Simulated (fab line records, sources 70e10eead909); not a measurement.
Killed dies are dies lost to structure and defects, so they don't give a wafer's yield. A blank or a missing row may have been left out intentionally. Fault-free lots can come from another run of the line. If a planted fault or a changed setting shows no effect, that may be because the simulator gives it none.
Which tool is to blame? | flow nandHarc | 14 lots with 42 wafers sampled at 5 steps, on a route of 1302 steps

WHAT THE GAUGES SHOWED, per wafer
NHARC_THIN_TSV_CD_MEAS_16.
lot  | measured     | on       | cdNm (nm)
L945 | day 25 04:41 | cdSem-03 | 999.2 1005.1 1001.6
L947 | day 25 03:30 | cdSem-02 | 1002.2 1000.9 1001.7
L946 | day 25 07:05 | cdSem-02 | 999.2 999.4 998.7
L949 | day 26 08:47 | cdSem-02 | 1003.8 1000.1 1002.8
L952 | day 27 00:58 | cdSem-03 | 997.9 1000.4 999.1
L954 | day 28 02:27 | cdSem-01 | 998.9 1004.3 1002.6
L957 | day 28 11:57 | cdSem-01 | 1001.1 1001.5 999.4
L961 | day 29 19:22 | cdSem-03 | 1004.1 1001.3 1004.6
L959 | day 30 02:33 | cdSem-01 | 999.9 1002.5 1003.5
L960 | day 30 03:46 | cdSem-03 | 1001.8 1002.4 994.6
L964 | day 32 04:43 | cdSem-02 | 1001.3 998.8 1001.9
L965 | day 32 16:08 | cdSem-02 | 997.2 998.6 1004.2
L968 | day 32 21:34 | cdSem-02 | 1003.8 1002.8 1002.5
L967 | day 32 22:31 | cdSem-03 | 999.6 998.5 997.8

NHARC_END_SORT_01.
lot  | measured     | on        | killedAtArray | killedAtOther | killedAtPeriphery | killedDies  | killedOpen | killedShort
L954 | day 28 15:20 | prober-02 | 126 108 124   | 2 0 1         | 6 3 9             | 134 111 134 | 3 0 5      | 1 4 1
L957 | day 29 01:25 | prober-02 | 161 141 153   | 1 2 1         | 3 2 2             | 165 145 156 | 3 1 1      | 2 2 1

WHAT TOOL EACH LOT RAN ON (gives the tool, then ch and the chambers of the sampled wafers, and finally the start)
lot  | NHARC_A_CONTACT_ETCH_121           | NHARC_THIN_TSV_DEGAS_49     | NHARC_THIN_TSV_PVD_51
L945 | harCapEtch-03 ch 0,1, day 22 03:22 | pvdSputter-02, day 25 06:37 | pvdSputter-02, no start
L947 | harCapEtch-02 ch 0,1, day 22 03:53 | pvdSputter-01, day 25 05:27 | pvdSputter-01, no start
L946 | harCapEtch-01 ch 1, day 22 12:59   | pvdSputter-03, day 25 09:03 | pvdSputter-03, no start
L949 | harCapEtch-01 ch 0, day 23 21:38   | pvdSputter-03, day 26 10:48 | pvdSputter-03, no start
L952 | harCapEtch-03 ch 0,1, day 24 19:49 | pvdSputter-02, day 27 02:49 | pvdSputter-02, no start
L954 | harCapEtch-03 ch 0,1, day 25 22:34 | pvdSputter-03, day 28 04:16 | pvdSputter-03, day 28 15:20 or earlier
L957 | harCapEtch-03 ch 0,1, day 26 07:14 | pvdSputter-01, day 28 13:52 | pvdSputter-01, day 29 01:25 or earlier
L961 | harCapEtch-02 ch 0,1, day 27 11:53 | pvdSputter-01, day 29 21:10 | pvdSputter-01, no start
L959 | harCapEtch-01 ch 0,1, day 27 19:05 | pvdSputter-02, day 30 04:35 | pvdSputter-02, no start
L960 | harCapEtch-01 ch 0,1, day 28 03:22 | pvdSputter-03, day 30 06:26 | pvdSputter-03, no start
L964 | harCapEtch-03 ch 0,1, day 29 19:27 | pvdSputter-01, day 32 06:43 | pvdSputter-01, no start
L965 | harCapEtch-03 ch 0,1, day 30 04:54 | pvdSputter-03, day 32 17:59 | pvdSputter-03, no start
L968 | harCapEtch-01 ch 0,1, day 30 18:49 | pvdSputter-02, day 32 23:22 | pvdSputter-02, no start
L967 | harCapEtch-03 ch 0,1, day 30 21:16 | pvdSputter-03, day 33 00:21 | pvdSputter-03, no start
- NHARC_A_CONTACT_ETCH_121: etches the open film in C4F8/O2/Ar, time 190 s, target depth 1850 nm.
- NHARC_THIN_TSV_DEGAS_49: time 120 s.
- NHARC_THIN_TSV_PVD_51: deposits Cu, target thk 100 nm.

AS READ BY THE TOOLS THEMSELVES (means over the sampled wafers that have a number; for cases with no such wafer, the mark the record gives instead)
NHARC_A_CONTACT_ETCH_121.
lot  | tool          | chamberPressureMTorr (mTorr)
L945 | harCapEtch-03 | 19.993
L947 | harCapEtch-02 | 19.993
L946 | harCapEtch-01 | 19.996
L949 | harCapEtch-01 | 20.002
L952 | harCapEtch-03 | 19.994
L954 | harCapEtch-03 | 20.013
L957 | harCapEtch-03 | 19.994
L961 | harCapEtch-02 | 19.984
L959 | harCapEtch-01 | 20.000
L960 | harCapEtch-01 | 20.010
L964 | harCapEtch-03 | 19.992
L965 | harCapEtch-03 | 20.005
L968 | harCapEtch-01 | 19.990
L967 | harCapEtch-03 | 20.015

NHARC_THIN_TSV_DEGAS_49.
lot  | tool          | heaterPowerW (W)
L945 | pvdSputter-02 | 421
L947 | pvdSputter-01 | 473
L946 | pvdSputter-03 | 449
L949 | pvdSputter-03 | 454
L952 | pvdSputter-02 | 432
L954 | pvdSputter-03 | 451
L957 | pvdSputter-01 | 471
L961 | pvdSputter-01 | 486
L959 | pvdSputter-02 | 417
L960 | pvdSputter-03 | 448
L964 | pvdSputter-01 | 491
L965 | pvdSputter-03 | 457
L968 | pvdSputter-02 | 408
L967 | pvdSputter-03 | 471

NHARC_THIN_TSV_PVD_51.
lot  | tool          | throttleValvePct (%)
L945 | pvdSputter-02 | 29.9
L947 | pvdSputter-01 | 30.6
L946 | pvdSputter-03 | 29.9
L949 | pvdSputter-03 | 29.3
L952 | pvdSputter-02 | 29.9
L954 | pvdSputter-03 | 29.5
L957 | pvdSputter-01 | 31.9
L961 | pvdSputter-01 | 31.9
L959 | pvdSputter-02 | 29.3
L960 | pvdSputter-03 | 29.6
L964 | pvdSputter-01 | 32.5
L965 | pvdSputter-03 | 28.7
L968 | pvdSputter-02 | 29.9
L967 | pvdSputter-03 | 29.6

THE ANSWER, worked out from the rows above alone
Rule: the usual values come from the lots themselves. Put in order of their means at a reading, lots are off if they are a third of the lots or fewer, leave a main group of 4 or more, and stand apart from it by a gap of 3 or more times the standard deviation of the main group's means; of several such gaps the widest counts. Not used: any main group whose means are identical at the precision the tables above print for the reading. A lot without any number at a reading at which 4 lots or more have one is off too. Where the step has rows for the other lots, those lots are counted as sound. The gauges are gone through in route order, then the tools' own readings, and for those a lot's mean is taken as printed above. The first step at which some lot is off is used, and at that step the reading that is off furthest; a lot without a number counts as furthest.
None of the lots is off at any reading shown; this tells nothing.

WHAT THE SIMULATOR HAD PUT IN
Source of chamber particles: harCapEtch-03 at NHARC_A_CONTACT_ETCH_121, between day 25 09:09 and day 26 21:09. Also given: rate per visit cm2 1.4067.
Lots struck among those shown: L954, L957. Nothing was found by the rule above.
